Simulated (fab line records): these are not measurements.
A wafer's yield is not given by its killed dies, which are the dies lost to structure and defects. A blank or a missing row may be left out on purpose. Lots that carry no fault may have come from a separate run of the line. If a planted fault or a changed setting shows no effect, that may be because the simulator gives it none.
A struck lot beside a sound one ; flow nandHarc ; 13 out of 1302 route steps
Sound: wafers L526.1, L526.3, L526.6. Struck: wafer L540.2. Last of all comes the cause.
Order at every step that has rows: each side's tool, ch and its chambers, its first start. Under that, the readings that differ: sound wafers ; struck wafers ; difference of the means ; sigmas: that difference in standard deviations of wafers without a fault.
alike: readings whose means differ by less than 2 such deviations, and words and numbers that are the same on both sides. not compared: withheld readings, readings that some wafer has no value for, bounds like >300 that may hide the same value, and numbers for which the record gives no deviation and whose values overlap.
A row with sigmas, a row that says differs or no value, or rows on one side alone: a step with any of these is where the two part. When numbers do not overlap yet have no deviation, they are printed without sigmas and do not part them. Lack of a reading on every wafer of one side parts them only where that side has two or more wafers.

NHARC_A_CHANNEL_FILL_D1_STRIP_28: strips in O2, time 20 s.
  sound on rieDiel-12 ch 1,2, day 10 00:28; struck on rieDiel-13 ch 1, day 15 21:27
  alike: drypumpMotorCurrentA, o2FlowSccm, oesProductAu, rfVppV, showerheadPlenumPTorr, throttleValvePct
  not compared: rfHoursCounterH
then, 4 steps without rows for these wafers: NHARC_A_CHANNEL_FILL_D1_PRECLEAN_21 (cleans in dHF, time 30 s); NHARC_A_CHANNEL_FILL_D1_SRD_23; NHARC_A_CHANNEL_FILL_D1_CVD_05 (deposits poly-Si, target thk 5 nm); NHARC_A_CHANNEL_FILL_D1_ANNEAL_22 (time 7200 s).
NHARC_A_CHANNEL_FILL_D1_ALD_25: deposits SiOx, target thk 60 nm, pulse time 10 s, ald cycles 600.
  sound on aldHk-02 ch 0,1, day 10 13:53; struck on aldHk-01 ch 3, day 16 11:05
  alike: heaterPowerW, precursorPulseHeightRel, susceptorTempC
NHARC_A_CHANNEL_FILL_D1_ETCHBACK_08: etches the open film in C4F8, target depth 220 nm, time 110 s.
  sound: rieDiel-06 ch 0,1; struck: rieDiel-13 ch 1
reading;sound;struck;difference;sigmas
oesProductAu (a.u.);1.00 0.99 1.00;0.93;-0.07;-2
  alike: rfVppV
  not compared: rfHoursCounterH
NHARC_A_CHANNEL_FILL_D1_STRIP_29: strips in O2, time 20 s.
  sound: rieDiel-06 ch 0,1; struck: rieDiel-13 ch 2
  alike: drypumpMotorCurrentA, o2FlowSccm, oesProductAu, rfVppV, showerheadPlenumPTorr, throttleValvePct
  not compared: rfHoursCounterH
then, 3 steps without rows for these wafers: NHARC_A_CHANNEL_FILL_D1_PRECLEAN_30 (cleans in dHF, time 30 s); NHARC_A_CHANNEL_FILL_D1_SRD_31; NHARC_A_CHANNEL_FILL_D1_CVD_09 (deposits poly-Si, target thk 150 nm, time 3000 s).
NHARC_A_CHANNEL_FILL_D1_CMP_10: polishes, target thk 150 nm.
  sound on cmp-04 ch 0,2,3, day 11 01:11; struck on cmp-04 ch 1, day 16 20:42
reading;sound;struck;difference;sigmas
timeToEndpointS (s);16.6 19.0 15.3;6.6;-10.4;-5
  alike: motorCurrentA
NHARC_END_SORT_01:
  the record has rows for the sound wafers here (prober-02 ch 0, day 24 13:01) and none for the struck ones

## WHERE THEY PART
First at NHARC_A_CHANNEL_FILL_D1_ETCHBACK_08; last, within this record, at NHARC_END_SORT_01.

WHY: whatever the simulator had introduced
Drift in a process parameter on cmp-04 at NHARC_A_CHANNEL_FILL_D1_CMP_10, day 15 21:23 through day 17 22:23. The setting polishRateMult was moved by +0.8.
